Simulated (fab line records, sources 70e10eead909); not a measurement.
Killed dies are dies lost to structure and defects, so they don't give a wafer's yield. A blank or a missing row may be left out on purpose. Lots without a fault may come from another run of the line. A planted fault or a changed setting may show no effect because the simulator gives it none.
fab line records | flow nand_harc | part 1 of 2: steps 1 to 3 of 6
record lots=23 wafers=69 last_day=24
route steps=1159 shown A_STAIRCASE@564
lots that met no fault: from a run of the same line without faults
start_h: hours from the record's first day to the start of the lot's first wafer shown | wait_h: hours since the lot's step before | " the same as in the row above | L1.1+2: a row that stands for several wafers | - no value, or no start given | * or withheld: withheld | < > ~ a bound
route shown NAME@n: a module of which the file shows steps, and the number in the route of the first | usual: mean/standard deviation of fault-free wafers | same: alike in all rows | chamber/n: place in a boat | sites: the reading at each site | _std_site: their standard deviation | _edge_site: outer sites' mean less inner sites' | radius_mm: how far each site lies from the wafer's centre | mask NAME#n: copy n | behind: the tool/chamber that last shaped the wafer | hold: why the lot was held/for how many hours/how that ended | device: the transistor (n, p or np) that didn't switch | end of line: the same wafers' tests at the end of the route | a step without rows: its recipe alone | killed: dies lost to structure and defects at the first sort, not the wafer's yield | map: a wafer's dies, x killed, . not, _ none there
set.NAME: the setting as run; set.NAME@STEP: as run at that earlier step | model.NAME: the simulator's own value behind a step, which no gauge read
steps of the route over a sample of lots; a table a step, a row a wafer
services: from which hour (start_h, from the record's first day; less than 0 if before it) a tool's chamber was out of use, for how many hours, and why
## steps
# step NHARC_A_STAIRCASE_ETCH_27
# recipe target_depth_a=1000 time_s=40.5 ion_energy_ev=400 c4f8_flow_sccm=20 o2_flow_sccm=10 ar_flow_sccm=withheld rf_w=600 bias_w=1000 chemistry=C4F8/O2
# usual oes_product_au=0.940/0.011 rf_vpp_V=896/4.4
# columns lot.wafer tool chamber start_h wait_h oes_product_au rf_hours_counter_h rf_vpp_V
L074.1 rie_diel-08 2 - - 0.967 40 889
L074.2 " 1 " " 0.952 39 902
L074.6 " 1 " " 0.946 - 902
L075.1 rie_diel-12 1 - - 0.906 13 901
L075.2 " 2 " " 0.933 14 895
L075.6 " 0 " " 0.938 - 896
L076.4 rie_diel-06 2 - - 0.955 1 900
L076.1 " 1 " " 0.929 1 902
L076.5 " 3 " " 0.954 - 900
L077.3 rie_diel-08 1 - - 0.946 49 900
L077.4 " 1 " " 0.934 - 902
L077.5 " 3 " " 0.935 - 894
L078.1 rie_diel-06 2 - - 0.937 3 899
L078.2 " 1 " " 0.913 3 902
L078.5 " 2 " " 0.938 - 898
L080.1 rie_diel-12 2 - - 0.939 24 896
L080.4 " 3 " " 0.947 25 893
L080.6 " 3 " " 0.956 - 893
L079.3 rie_diel-08 3 - - 0.926 54 895
L079.5 " 3 " " 0.931 - 893
L079.6 " 0 " " 0.925 - 892
L083.2 rie_diel-08 1 - - 0.940 57 901
L083.5 " 3 " " 0.941 - 894
L083.6 " 0 " " 0.955 - 892
L082.1 rie_diel-12 2 - - 0.932 30 895
L082.3 " 3 " " 0.944 30 893
L082.5 " 0 " " 0.937 - 897
L081.1 rie_diel-06 3 - - 0.933 15 901
L081.2 " 0 " " 0.942 15 893
L081.5 " 1 " " 0.945 - 900
L085.1 rie_diel-12 1 - - 0.931 33 903
L085.5 " 3 " " 0.924 - 894
L085.6 " 0 " " 0.915 - 895
L084.4 rie_diel-12 0 - - 0.954 30 896
L084.1 " 2 " " 0.947 36 896
L084.5 " 1 " " 0.934 - 901
L087.3 rie_diel-12 3 - - 0.941 43 892
L087.1 " 1 " " 0.918 40 901
L087.5 " 0 " " 0.942 - 896
L086.2 rie_diel-08 0 - - 0.935 1 892
L086.1 " 1 " " 0.924 1 902
L086.4 " 3 " " 0.929 1 893
L088.4 rie_diel-06 2 - - 0.958 26 897
L088.2 " 3 " " 0.956 26 901
L088.6 " 0 " " 0.940 - 893
L089.4 rie_diel-08 3 - - 0.947 7 893
L089.6 " 0 " " 0.936 - 892
L089.5 " 1 " " 0.938 - 900
L090.4 rie_diel-08 2 - - 0.950 10 887
L090.2 " 0 " " 0.947 9 890
L090.6 " 2 " " 0.948 - 887
L091.1 rie_diel-06 0 - - 0.941 34 892
L091.3 " 1 " " 0.938 33 900
L091.6 " 3 " " 0.950 - 901
L093.1 rie_diel-12 0 - - 0.932 47 896
L093.2 " 2 " " 0.940 53 897
L093.3 " 3 " " 0.931 52 891
L094.3 rie_diel-12 3 - - 0.929 55 892
L094.4 " 0 " " 0.933 50 894
L094.6 " 1 " " 0.939 - 898
L095.3 rie_diel-06 0 - - 0.930 39 892
L095.5 " 1 " " 0.929 - 900
L095.6 " 2 " " 0.951 - 899
L097.2 rie_diel-06 0 - - 0.942 44 893
L097.1 " 1 " " 0.937 45 899
L097.6 " 3 " " 0.951 - 902
L096.1 rie_diel-08 1 - - 0.932 23 900
L096.4 " 2 " " 0.947 26 888
L096.6 " 1 " " 0.933 - 902
# step NHARC_A_STAIRCASE_TRIM_222
# recipe time_s=211.2 o2_flow_sccm=500 ar_flow_sccm=0 bias_w=0 chemistry=O2
# usual drypump_motor_current_A=5.8/0.5 o2_flow_sccm=499.9/1.5 oes_product_au=0.998/0.01 rf_vpp_V=57.8/0.87 showerhead_plenum_p_Torr=3.54/0.12 throttle_valve_pct=17.036/0.0084
# columns lot.wafer tool chamber start_h wait_h drypump_motor_current_A o2_flow_sccm oes_product_au rf_hours_counter_h rf_vpp_V showerhead_plenum_p_Torr throttle_valve_pct
L074.1 rie_diel-08 1 - - 6.6 496.8 0.991 43 57.6 3.71 17.038
L074.2 " 3 " " 5.2 501.8 0.981 44 58.4 3.47 17.038
L074.6 " 3 " " 5.2 503.4 0.994 - 58.4 3.47 17.046
L075.1 rie_diel-12 2 - - 5.4 500.4 1.006 17 58.3 3.53 17.033
L075.2 " 3 " " 4.7 498.9 0.995 18 57.1 3.44 17.014
L075.6 " 2 " " 5.5 500.3 1.011 - 58.3 3.53 17.033
L076.1 rie_diel-08 3 - - 5.2 496.7 0.994 49 56.0 3.47 17.045
L076.4 " 3 " " 5.2 499.4 0.996 - 55.7 3.47 17.041
L076.5 " 0 " " 5.8 499.0 1.010 - 56.6 3.41 17.041
L077.4 rie_diel-08 3 - - 5.2 500.4 1.004 54 57.8 3.47 17.020
L077.3 " 1 " " 6.6 500.0 1.013 53 58.5 3.70 17.036
L077.5 " 0 " " 5.8 501.3 0.999 - 58.0 3.41 17.047
L078.1 rie_diel-12 0 - - 5.8 501.0 0.986 19 56.7 3.52 17.040
L078.2 " 1 " " 6.0 499.8 0.992 23 59.1 3.66 17.040
L078.5 " 1 " " 6.0 498.6 0.990 - 58.4 3.66 17.028
L080.4 rie_diel-06 1 - - 5.9 499.2 1.000 8 58.1 3.65 17.032
L080.1 " 2 " " 6.2 498.0 1.010 8 57.8 3.61 17.037
L080.6 " 0 " " 5.2 500.5 0.992 - 57.0 3.47 17.026
L079.3 rie_diel-06 3 - - 6.1 500.9 1.003 8 58.7 3.67 17.037
L079.5 " 2 " " 6.1 498.9 1.015 - 58.9 3.61 17.034
L079.6 " 3 " " 6.1 500.7 1.011 - 58.1 3.68 17.036
L082.1 rie_diel-08 2 - - 5.8 500.7 1.005 51 57.1 3.32 17.033
L082.3 " 0 " " 5.8 501.1 0.995 47 58.1 3.41 17.030
L082.5 " 1 " " 6.6 500.4 0.998 - 58.0 3.70 17.031
L083.2 rie_diel-06 3 - - 6.2 501.2 1.006 12 58.7 3.67 17.032
L083.5 " 2 " " 6.2 500.1 1.018 - 58.7 3.60 17.024
L083.6 " 3 " " 6.1 498.6 1.012 - 58.6 3.67 17.039
L081.1 rie_diel-08 2 - - 5.8 500.1 1.011 54 58.0 3.32 17.049
L081.2 " 3 " " 5.2 499.1 0.993 63 58.4 3.46 17.023
L081.5 " 2 " " 5.8 499.7 1.017 - 56.5 3.32 17.027
L085.1 rie_diel-12 0 - - 5.9 501.8 0.993 33 57.5 3.51 17.018
L085.5 " 2 " " 5.5 503.1 1.018 - 57.3 3.52 17.042
L085.6 " 3 " " 4.7 496.8 0.994 - 57.0 3.43 17.034
L084.1 rie_diel-12 0 - - 5.8 500.2 0.985 34 59.2 3.51 17.028
L084.4 " 1 " " 6.0 499.1 0.983 38 58.1 3.65 17.046
L084.5 " 3 " " 4.7 499.4 1.002 - 57.4 3.43 17.034
L087.3 rie_diel-12 1 - - 6.0 500.0 0.977 43 59.2 3.65 17.032
L087.1 " 3 " " 4.7 496.1 0.982 45 57.4 3.43 17.025
L087.5 " 1 " " 6.0 499.3 0.976 - 57.3 3.65 17.026
L086.2 rie_diel-06 2 - - 6.2 501.9 1.004 29 58.7 3.59 17.035
L086.1 " 3 " " 6.1 499.0 1.009 27 57.7 3.66 17.020
L086.4 " 1 " " 5.9 499.7 0.988 27 58.1 3.64 17.036
L088.2 rie_diel-06 2 - - 6.1 499.1 0.999 30 58.1 3.59 17.034
L088.4 " 0 " " 5.2 499.0 0.993 29 55.4 3.46 17.049
L088.6 " 2 " " 6.2 498.3 1.002 - 58.3 3.59 17.040
L089.4 rie_diel-06 3 - - 6.1 501.3 1.005 30 57.1 3.66 17.023
L089.5 " 3 " " 6.1 499.9 0.999 - 58.3 3.66 17.039
L089.6 " 0 " " 5.2 500.0 0.995 - 58.6 3.46 17.047
L090.2 rie_diel-08 3 - - 5.2 502.0 1.004 14 57.6 3.45 17.039
L090.4 " 2 " " 5.8 499.6 1.000 14 57.2 3.31 17.034
L090.6 " 3 " " 5.2 501.6 1.010 - 57.3 3.45 17.048
L091.1 rie_diel-06 3 - - 6.2 499.8 0.989 34 58.1 3.66 17.032
L091.3 " 0 " " 5.3 497.4 0.987 36 58.6 3.46 17.054
L091.6 " 3 " " 6.1 499.6 0.992 - 58.6 3.66 17.034
L093.2 rie_diel-08 0 - - 5.8 499.4 0.996 13 58.2 3.40 17.030
L093.1 " 2 " " 5.8 500.1 1.002 16 57.6 3.31 17.046
L093.3 " 3 " " 5.2 501.7 0.989 15 58.2 3.45 17.030
L094.4 rie_diel-08 0 - - 5.7 502.7 1.006 18 57.0 3.40 17.040
L094.3 " 1 " " 6.6 501.0 0.999 18 60.1 3.68 17.042
L094.6 " 2 " " 5.8 498.3 1.007 - 58.3 3.30 17.028
L095.3 rie_diel-06 0 - - 5.2 499.6 0.988 41 56.8 3.45 17.040
L095.5 " 2 " " 6.1 499.1 1.014 - 57.1 3.59 17.027
L095.6 " 3 " " 6.1 499.7 1.011 - 58.4 3.66 17.035
L097.2 rie_diel-12 3 - - 4.7 501.5 0.998 63 57.4 3.42 17.045
L097.1 " 1 " " 6.0 501.0 0.982 62 59.6 3.64 17.032
L097.6 " 0 " " 5.9 497.6 0.973 - 57.7 3.50 17.034
L096.4 rie_diel-08 3 - - 5.2 498.5 0.999 28 57.1 3.45 17.038
L096.1 " 0 " " 5.8 500.2 1.012 24 57.8 3.39 17.034
L096.6 " 1 " " 6.6 501.4 1.006 - 57.5 3.68 17.042
# step NHARC_A_STAIRCASE_TRIM_224
# recipe time_s=211.2 o2_flow_sccm=500 ar_flow_sccm=0 bias_w=0 chemistry=O2
# usual drypump_motor_current_A=5.8/0.48 o2_flow_sccm=500.1/1.5 oes_product_au=0.995/0.0099 rf_vpp_V=57.8/0.9 showerhead_plenum_p_Torr=3.53/0.11 throttle_valve_pct=17.037/0.0088
# columns lot.wafer tool chamber start_h wait_h drypump_motor_current_A o2_flow_sccm oes_product_au rf_hours_counter_h rf_vpp_V showerhead_plenum_p_Torr throttle_valve_pct
L074.2 rie_diel-08 3 - - 5.2 501.6 1.001 44 57.7 3.47 17.031
L074.1 " 1 " " 6.6 499.6 0.995 43 59.4 3.71 17.028
L074.6 " 1 " " 6.6 499.2 0.996 - 56.4 3.71 17.031
L075.1 rie_diel-12 2 - - 5.5 500.8 0.996 17 57.4 3.53 17.065
L075.2 " 3 " " 4.7 499.9 1.001 18 57.8 3.44 17.044
L075.6 " 3 " " 4.7 499.3 0.995 - 57.6 3.44 17.039
L076.1 rie_diel-08 1 - - 6.6 501.3 1.001 49 60.6 3.70 17.032
L076.5 " 3 " " 5.1 499.1 1.002 - 56.5 3.47 17.041
L076.4 " 0 " " 5.8 500.2 0.996 - 57.7 3.41 17.034
L078.1 rie_diel-12 1 - - 6.0 499.4 0.970 23 58.6 3.66 17.033
L078.2 " 2 " " 5.4 501.1 0.999 25 57.4 3.53 17.044
L078.5 " 0 " " 5.9 498.6 0.981 - 57.9 3.52 17.043
L077.4 rie_diel-08 3 - - 5.2 500.3 0.986 54 57.9 3.47 17.045
L077.3 " 1 " " 6.6 497.8 0.995 53 58.9 3.70 17.041
L077.5 " 3 " " 5.2 501.2 0.995 - 58.5 3.47 17.024
L080.1 rie_diel-06 0 - - 5.2 498.9 0.979 8 58.8 3.47 17.042
L080.4 " 1 " " 5.8 500.2 0.985 8 59.1 3.65 17.036
L080.6 " 2 " " 6.1 501.3 1.006 - 56.1 3.61 17.038
L079.3 rie_diel-06 1 - - 5.9 500.1 0.981 8 57.9 3.65 17.040
L079.5 " 0 " " 5.2 502.9 0.996 - 57.1 3.47 17.044
L079.6 " 1 " " 5.9 500.3 0.981 - 57.9 3.65 17.032
L082.1 rie_diel-08 0 - - 5.8 496.9 1.000 47 57.9 3.41 17.044
L082.3 " 2 " " 5.8 500.7 1.006 51 57.1 3.32 17.052
L082.5 " 3 " " 5.2 502.0 0.988 - 57.7 3.46 17.041
L083.2 rie_diel-06 1 - - 5.8 497.9 0.987 13 57.1 3.65 17.032
L083.6 " 2 " " 6.2 500.6 1.006 - 56.8 3.60 17.045
L083.5 " 3 " " 6.1 502.1 1.006 - 58.7 3.67 17.030
L081.1 rie_diel-08 3 - - 5.2 499.7 0.983 63 57.1 3.46 17.024
L081.2 " 1 " " 6.6 501.4 0.990 62 58.8 3.70 17.034
L081.5 " 3 " " 5.2 498.0 0.989 - 56.0 3.46 17.041
L085.1 rie_diel-12 1 - - 6.0 502.0 0.988 37 58.0 3.65 17.019
L085.6 " 1 " " 6.0 502.9 0.983 - 57.1 3.65 17.039
L085.5 " 2 " " 5.5 500.2 1.008 - 57.5 3.52 17.046
L084.4 rie_diel-12 0 - - 5.8 500.6 0.992 34 58.7 3.51 17.051
L084.1 " 1 " " 6.1 501.4 0.980 38 57.2 3.65 17.036
L084.5 " 1 " " 6.0 501.5 0.976 - 57.3 3.65 17.024
L086.4 rie_diel-06 1 - - 5.8 501.2 0.976 27 59.6 3.64 17.043
L086.2 " 2 " " 6.1 498.9 1.004 29 58.4 3.59 17.027
L086.1 " 3 " " 6.2 499.6 0.991 27 58.0 3.66 17.032
L087.3 rie_diel-12 3 - - 4.7 500.6 0.990 46 59.6 3.43 17.044
L087.1 " 0 " " 5.9 497.3 0.978 40 58.7 3.51 17.034
L087.5 " 3 " " 4.7 498.5 0.996 - 58.7 3.43 17.034
L088.2 rie_diel-06 1 - - 5.9 503.5 0.994 28 57.6 3.64 17.046
L088.4 " 2 " " 6.1 500.9 1.011 30 59.2 3.59 17.020
L088.6 " 0 " " 5.2 498.1 0.995 - 57.9 3.46 17.032
L089.4 rie_diel-06 0 - - 5.2 500.3 1.002 32 55.8 3.46 17.036
L089.5 " 1 " " 5.8 498.8 0.999 - 57.1 3.64 17.040
L089.6 " 2 " " 6.1 497.5 1.006 - 58.0 3.59 17.037
L090.4 rie_diel-08 3 - - 5.2 499.7 0.993 14 57.9 3.45 17.031
L090.2 " 1 " " 6.6 501.3 0.986 12 59.8 3.69 17.027
L090.6 " 0 " " 5.8 501.6 1.000 - 56.6 3.40 17.034
L091.3 rie_diel-06 1 - - 5.9 500.0 0.991 36 56.9 3.63 17.033
L091.1 " 0 " " 5.2 498.7 0.995 36 58.5 3.46 17.048
L091.6 " 2 " " 6.2 500.7 1.006 - 57.1 3.59 17.036
L093.1 rie_diel-08 2 - - 5.8 501.1 1.001 16 58.1 3.31 17.038
L093.3 " 3 " " 5.2 499.7 0.990 15 58.2 3.45 17.045
L093.2 " 0 " " 5.8 499.0 0.993 13 58.0 3.40 17.046
L094.3 rie_diel-08 2 - - 5.8 502.2 1.007 20 57.9 3.30 17.046
L094.4 " 0 " " 5.8 502.3 1.003 18 57.3 3.39 17.037
L094.6 " 1 " " 6.6 498.7 1.000 - 58.0 3.68 17.028
L095.3 rie_diel-06 0 - - 5.2 500.8 0.984 41 56.4 3.45 17.037
L095.6 " 2 " " 6.2 498.0 1.006 - 56.9 3.59 17.050
L095.5 " 3 " " 6.1 500.3 0.993 - 58.0 3.66 17.038
L097.2 rie_diel-12 0 - - 5.8 499.6 0.980 57 57.0 3.50 17.034
L097.1 " 1 " " 6.1 499.0 0.985 62 57.9 3.64 17.036
L097.6 " 3 " " 4.8 497.5 0.990 - 57.7 3.42 17.053
L096.4 rie_diel-08 2 - - 5.8 501.4 1.007 29 58.7 3.30 17.039
L096.1 " 0 " " 5.8 500.7 1.001 26 57.9 3.39 17.031
L096.6 " 2 " " 5.8 499.3 1.001 - 58.0 3.30 17.039
